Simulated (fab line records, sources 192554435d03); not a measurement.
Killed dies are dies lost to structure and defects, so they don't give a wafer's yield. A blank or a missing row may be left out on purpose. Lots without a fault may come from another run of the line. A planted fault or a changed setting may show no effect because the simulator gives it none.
Chamber matching | flow n5_finfet | N5_BEOL_M11_STRIP_67 on rie_diel-02: 4 sister chambers
The step strips in CF4. 22 wafers are shown with their chamber, then 11 later ones without.

WAFERS WITH THEIR CHAMBER
wafer  | chamber | drypump_motor_current_A (A) | showerhead_plenum_p_Torr (Torr) | oes_product_au (a.u.)
L075.1 | 1       | 5.6                         | 1.87                            | 0.73
L075.3 | 2       | 5.1                         | 1.77                            | 0.70
L075.6 | 2       | 5.1                         | 1.77                            | 0.70
L077.2 | 3       | 4.9                         | 1.77                            | 0.83
L077.3 | 2       | 5.1                         | 1.77                            | 0.70
L077.5 | 1       | 5.6                         | 1.87                            | 0.72
L078.1 | 3       | 4.9                         | 1.76                            | 0.83
L078.2 | 2       | 5.1                         | 1.77                            | 0.70
L078.5 | 3       | 4.9                         | 1.76                            | 0.83
L082.1 | 0       | 6.5                         | 1.82                            | 0.91
L082.2 | 1       | 5.6                         | 1.87                            | 0.72
L082.5 | 1       | 5.6                         | 1.87                            | 0.72
L084.1 | 2       | 5.1                         | 1.77                            | 0.69
L084.2 | 0       | 6.5                         | 1.82                            | 0.89
L084.3 | 3       | 4.9                         | 1.76                            | 0.83
L085.1 | 0       | 6.5                         | 1.82                            | 0.90
L085.2 | 3       | 5.0                         | 1.76                            | 0.83
L085.3 | 1       | 5.6                         | 1.87                            | 0.72
L088.2 | 1       | 5.6                         | 1.87                            | 0.72
L088.3 | 2       | 5.1                         | 1.76                            | 0.69
L088.5 | 2       | 5.1                         | 1.76                            | 0.69
L092.1 | 3       | 4.9                         | 1.76                            | 0.81

SIGNATURES (means of the wafers above)
reading                  | chamber 0 | chamber 1 | chamber 2 | chamber 3 | scatter within a chamber
drypump_motor_current_A  | 6.500     | 5.600     | 5.100     | 4.917     | 0.0215
showerhead_plenum_p_Torr | 1.8200    | 1.8700    | 1.7671    | 1.7617    | 0.00354
oes_product_au           | 0.9000    | 0.7217    | 0.6957    | 0.8267    | 0.00662
Rule: a wafer's distance from a chamber is the root of the sum, over the readings, of the square of ((its reading less the chamber's mean) divided by the reading's scatter). The wafer belongs to the nearest chamber; if the next one is less than 2 further off, it can't be placed. The scatter: the root of (the sum of the squares of (reading less its chamber's mean) over the shown wafers, divided by (wafers less chambers)).

WAFERS WITHOUT THEIR CHAMBER
wafer  | drypump_motor_current_A (A) | showerhead_plenum_p_Torr (Torr) | oes_product_au (a.u.)
L092.2 | 6.5                         | 1.81                            | 0.88
L092.4 | 6.5                         | 1.81                            | 0.87
L093.2 | 5.6                         | 1.87                            | 0.71
L093.5 | 5.0                         | 1.76                            | 0.81
L093.6 | 6.5                         | 1.81                            | 0.87
L095.1 | 5.0                         | 1.76                            | 0.80
L095.2 | 6.5                         | 1.81                            | 0.86
L095.6 | 5.1                         | 1.76                            | 0.99
L096.1 | 6.6                         | 1.81                            | 0.86
L096.2 | 5.6                         | 1.86                            | 0.70
L096.5 | 5.0                         | 1.76                            | 0.80

WHICH CHAMBER EACH WENT THROUGH
wafer  | from the rows above | in truth
L092.2 | 0                   | 0
L092.4 | 0                   | 0
L093.2 | 1                   | 1
L093.5 | 3                   | 3
L093.6 | 0                   | 0
L095.1 | 3                   | 3
L095.2 | 0                   | 0
L095.6 | 3                   | 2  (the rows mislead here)
L096.1 | 0                   | 0
L096.2 | 1                   | 1
L096.5 | 3                   | 3
Placed correctly: 10 of 11. Can't be placed from these rows: 0. Placed wrongly: 1.
